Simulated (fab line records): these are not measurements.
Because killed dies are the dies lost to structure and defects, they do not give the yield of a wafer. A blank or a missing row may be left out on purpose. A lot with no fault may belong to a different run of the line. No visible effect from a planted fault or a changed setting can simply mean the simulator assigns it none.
Split-lot trial :: flow n5_finfet :: 39 wafers read from 7 lots, route of 1938 steps

ABOUT THE SPLIT
At N5_BEOL_M11_ALD_74 (deposits TaN, target thk 2 nm, pulse time 2 s, purge time 3 s), the setting ald_cycles was moved away from the recipe's 40 on 15 of the 39 wafers read, by -47.5% to +57.5%. For the rest of the wafers, this setting stayed at what the recipe calls for.

Reading taken at the split's own step.

THE READING
TaN_of_BEOL_M11_ALD_74.thk_nm (the simulator's own value, which no gauge read), in nm, at N5_BEOL_M11_ALD_74 (deposits TaN, target thk 2 nm, pulse time 2 s, purge time 3 s). No usual value for it is given in the file.

wafer: L075.1
tool, chamber at the split: ald_metal-04, 2,1,1
ald_cycles as run: 40
against the recipe: recipe
TaN_of_BEOL_M11_ALD_74.thk_nm, nm: 2
against lot-mates on the recipe: -

wafer: L075.3
tool, chamber at the split: ald_metal-04, 2,1,1
ald_cycles as run: 40
against the recipe: recipe
TaN_of_BEOL_M11_ALD_74.thk_nm, nm: 2
against lot-mates on the recipe: -

wafer: L075.5
tool, chamber at the split: ald_metal-04, 2,1,1
ald_cycles as run: 40
against the recipe: recipe
TaN_of_BEOL_M11_ALD_74.thk_nm, nm: 2
against lot-mates on the recipe: -

wafer: L077.1
tool, chamber at the split: ald_metal-04, 2,0,3
ald_cycles as run: 40
against the recipe: recipe
TaN_of_BEOL_M11_ALD_74.thk_nm, nm: 2
against lot-mates on the recipe: -

wafer: L077.5
tool, chamber at the split: ald_metal-04, 2,0,3
ald_cycles as run: 40
against the recipe: recipe
TaN_of_BEOL_M11_ALD_74.thk_nm, nm: 2
against lot-mates on the recipe: -

wafer: L077.6
tool, chamber at the split: ald_metal-04, 2,0,3
ald_cycles as run: 40
against the recipe: recipe
TaN_of_BEOL_M11_ALD_74.thk_nm, nm: 2
against lot-mates on the recipe: -

wafer: L077.2
tool, chamber at the split: ald_metal-04, 3,1,0
ald_cycles as run: 48
against the recipe: +20.0%
TaN_of_BEOL_M11_ALD_74.thk_nm, nm: 2.4
against lot-mates on the recipe: +0.4

wafer: L077.3
tool, chamber at the split: ald_metal-04, 3,1,0
ald_cycles as run: 48
against the recipe: +20.0%
TaN_of_BEOL_M11_ALD_74.thk_nm, nm: 2.4
against lot-mates on the recipe: +0.4

wafer: L077.4
tool, chamber at the split: ald_metal-04, 3,1,0
ald_cycles as run: 48
against the recipe: +20.0%
TaN_of_BEOL_M11_ALD_74.thk_nm, nm: 2.4
against lot-mates on the recipe: +0.4

wafer: L078.1
tool, chamber at the split: ald_metal-03, 1,3,1
ald_cycles as run: 27
against the recipe: -32.5%
TaN_of_BEOL_M11_ALD_74.thk_nm, nm: 1.4
against lot-mates on the recipe: -0.6

wafer: L078.2
tool, chamber at the split: ald_metal-03, 1,3,1
ald_cycles as run: 27
against the recipe: -32.5%
TaN_of_BEOL_M11_ALD_74.thk_nm, nm: 1.4
against lot-mates on the recipe: -0.6

wafer: L078.6
tool, chamber at the split: ald_metal-03, 1,3,1
ald_cycles as run: 27
against the recipe: -32.5%
TaN_of_BEOL_M11_ALD_74.thk_nm, nm: 1.4
against lot-mates on the recipe: -0.6

wafer: L078.3
tool, chamber at the split: ald_metal-03, 0,2,0
ald_cycles as run: 40
against the recipe: recipe
TaN_of_BEOL_M11_ALD_74.thk_nm, nm: 2
against lot-mates on the recipe: -

wafer: L078.4
tool, chamber at the split: ald_metal-03, 0,2,0
ald_cycles as run: 40
against the recipe: recipe
TaN_of_BEOL_M11_ALD_74.thk_nm, nm: 2
against lot-mates on the recipe: -

wafer: L078.5
tool, chamber at the split: ald_metal-03, 0,2,0
ald_cycles as run: 40
against the recipe: recipe
TaN_of_BEOL_M11_ALD_74.thk_nm, nm: 2
against lot-mates on the recipe: -

wafer: L085.1
tool, chamber at the split: ald_metal-04, 1,3,2
ald_cycles as run: 40
against the recipe: recipe
TaN_of_BEOL_M11_ALD_74.thk_nm, nm: 2
against lot-mates on the recipe: -

wafer: L085.2
tool, chamber at the split: ald_metal-04, 1,3,2
ald_cycles as run: 40
against the recipe: recipe
TaN_of_BEOL_M11_ALD_74.thk_nm, nm: 2
against lot-mates on the recipe: -

wafer: L085.4
tool, chamber at the split: ald_metal-04, 1,3,2
ald_cycles as run: 40
against the recipe: recipe
TaN_of_BEOL_M11_ALD_74.thk_nm, nm: 2
against lot-mates on the recipe: -

wafer: L085.3
tool, chamber at the split: ald_metal-04, 0,0,3
ald_cycles as run: 63
against the recipe: +57.5%
TaN_of_BEOL_M11_ALD_74.thk_nm, nm: 3.2
against lot-mates on the recipe: +1.2

wafer: L085.5
tool, chamber at the split: ald_metal-04, 0,0,3
ald_cycles as run: 63
against the recipe: +57.5%
TaN_of_BEOL_M11_ALD_74.thk_nm, nm: 3.2
against lot-mates on the recipe: +1.2

wafer: L085.6
tool, chamber at the split: ald_metal-04, 0,0,3
ald_cycles as run: 63
against the recipe: +57.5%
TaN_of_BEOL_M11_ALD_74.thk_nm, nm: 3.2
against lot-mates on the recipe: +1.2

wafer: L094.1
tool, chamber at the split: ald_metal-03, 1,3,0
ald_cycles as run: 28
against the recipe: -30.0%
TaN_of_BEOL_M11_ALD_74.thk_nm, nm: 1.4
against lot-mates on the recipe: -0.6

wafer: L094.3
tool, chamber at the split: ald_metal-03, 1,3,0
ald_cycles as run: 28
against the recipe: -30.0%
TaN_of_BEOL_M11_ALD_74.thk_nm, nm: 1.4
against lot-mates on the recipe: -0.6

wafer: L094.4
tool, chamber at the split: ald_metal-03, 1,3,0
ald_cycles as run: 28
against the recipe: -30.0%
TaN_of_BEOL_M11_ALD_74.thk_nm, nm: 1.4
against lot-mates on the recipe: -0.6

wafer: L094.2
tool, chamber at the split: ald_metal-03, 2,3,2
ald_cycles as run: 40
against the recipe: recipe
TaN_of_BEOL_M11_ALD_74.thk_nm, nm: 2
against lot-mates on the recipe: -

wafer: L094.5
tool, chamber at the split: ald_metal-03, 2,3,2
ald_cycles as run: 40
against the recipe: recipe
TaN_of_BEOL_M11_ALD_74.thk_nm, nm: 2
against lot-mates on the recipe: -

wafer: L094.6
tool, chamber at the split: ald_metal-03, 2,3,2
ald_cycles as run: 40
against the recipe: recipe
TaN_of_BEOL_M11_ALD_74.thk_nm, nm: 2
against lot-mates on the recipe: -

wafer: L095.1
tool, chamber at the split: ald_metal-02, 2,3,0
ald_cycles as run: 21
against the recipe: -47.5%
TaN_of_BEOL_M11_ALD_74.thk_nm, nm: 1
against lot-mates on the recipe: -1.0

wafer: L095.4
tool, chamber at the split: ald_metal-02, 2,3,0
ald_cycles as run: 21
against the recipe: -47.5%
TaN_of_BEOL_M11_ALD_74.thk_nm, nm: 1
against lot-mates on the recipe: -1.0

wafer: L095.5
tool, chamber at the split: ald_metal-02, 2,3,0
ald_cycles as run: 21
against the recipe: -47.5%
TaN_of_BEOL_M11_ALD_74.thk_nm, nm: 1
against lot-mates on the recipe: -1.0

wafer: L095.2
tool, chamber at the split: ald_metal-02, 0,3,2
ald_cycles as run: 40
against the recipe: recipe
TaN_of_BEOL_M11_ALD_74.thk_nm, nm: 2
against lot-mates on the recipe: -

wafer: L095.3
tool, chamber at the split: ald_metal-02, 0,3,2
ald_cycles as run: 40
against the recipe: recipe
TaN_of_BEOL_M11_ALD_74.thk_nm, nm: 2
against lot-mates on the recipe: -

wafer: L095.6
tool, chamber at the split: ald_metal-02, 0,3,2
ald_cycles as run: 40
against the recipe: recipe
TaN_of_BEOL_M11_ALD_74.thk_nm, nm: 2
against lot-mates on the recipe: -

wafer: L096.1
tool, chamber at the split: ald_metal-04, 3,0,2,2,0,3
ald_cycles as run: 40
against the recipe: recipe
TaN_of_BEOL_M11_ALD_74.thk_nm, nm: 2
against lot-mates on the recipe: -

wafer: L096.2
tool, chamber at the split: ald_metal-04, 3,0,2,2,0,3
ald_cycles as run: 40
against the recipe: recipe
TaN_of_BEOL_M11_ALD_74.thk_nm, nm: 2
against lot-mates on the recipe: -

wafer: L096.3
tool, chamber at the split: ald_metal-04, 3,0,2,2,0,3
ald_cycles as run: 40
against the recipe: recipe
TaN_of_BEOL_M11_ALD_74.thk_nm, nm: 2
against lot-mates on the recipe: -

wafer: L096.4
tool, chamber at the split: ald_metal-04, 3,0,2,2,0,3
ald_cycles as run: 40
against the recipe: recipe
TaN_of_BEOL_M11_ALD_74.thk_nm, nm: 2
against lot-mates on the recipe: -

wafer: L096.5
tool, chamber at the split: ald_metal-04, 3,0,2,2,0,3
ald_cycles as run: 40
against the recipe: recipe
TaN_of_BEOL_M11_ALD_74.thk_nm, nm: 2
against lot-mates on the recipe: -

wafer: L096.6
tool, chamber at the split: ald_metal-04, 3,0,2,2,0,3
ald_cycles as run: 40
against the recipe: recipe
TaN_of_BEOL_M11_ALD_74.thk_nm, nm: 2
against lot-mates on the recipe: -
The file does not say which wafer passed through which chamber wherever a row lists several chambers: such a row stands for several wafers.

THE FIT
A straight line over all 39 wafers: TaN_of_BEOL_M11_ALD_74.thk_nm changes by +0.0205 nm for each +1% of ald_cycles; r = +1.00; the points scatter about the line by 0.021 nm.
The same after taking each lot's own level away (the mean of its wafers on the recipe; 39 wafers): +0.0205 nm for each +1%; r = +1.00; scatter 0.021 nm.
The reading moves by 1.2 nm for the largest change in ald_cycles, on that fit.
The lots' own levels span 2.00 to 2.00 nm.
The two slopes are in agreement: the lot-to-lot level therefore moves the slope only a little.
Check: with one of the wafers moved furthest among these (+57.5%) left out of the fit, the line predicts +1.18 nm for it against its lot-mates. It came out at +1.2 nm against them.

ADDITIONAL SPLITS CARRIED BY THESE WAFERS
Before the reading, these wafers also passed through other splits. Each is held against what the fit with the lots' levels taken away leaves over:
other split on the same wafers: N5_BEOL_M10_ETCH_62 time_s
wafers away from the commonest value: 12
r with TaN_of_BEOL_M11_ALD_74.thk_nm (lot level and that fit taken away): +0.13

THE FILE'S OWN FIT
TaN_of_BEOL_M11_ALD_74.thk_nm changes by +0.0205 nm for each +1% of ald_cycles, r = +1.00.
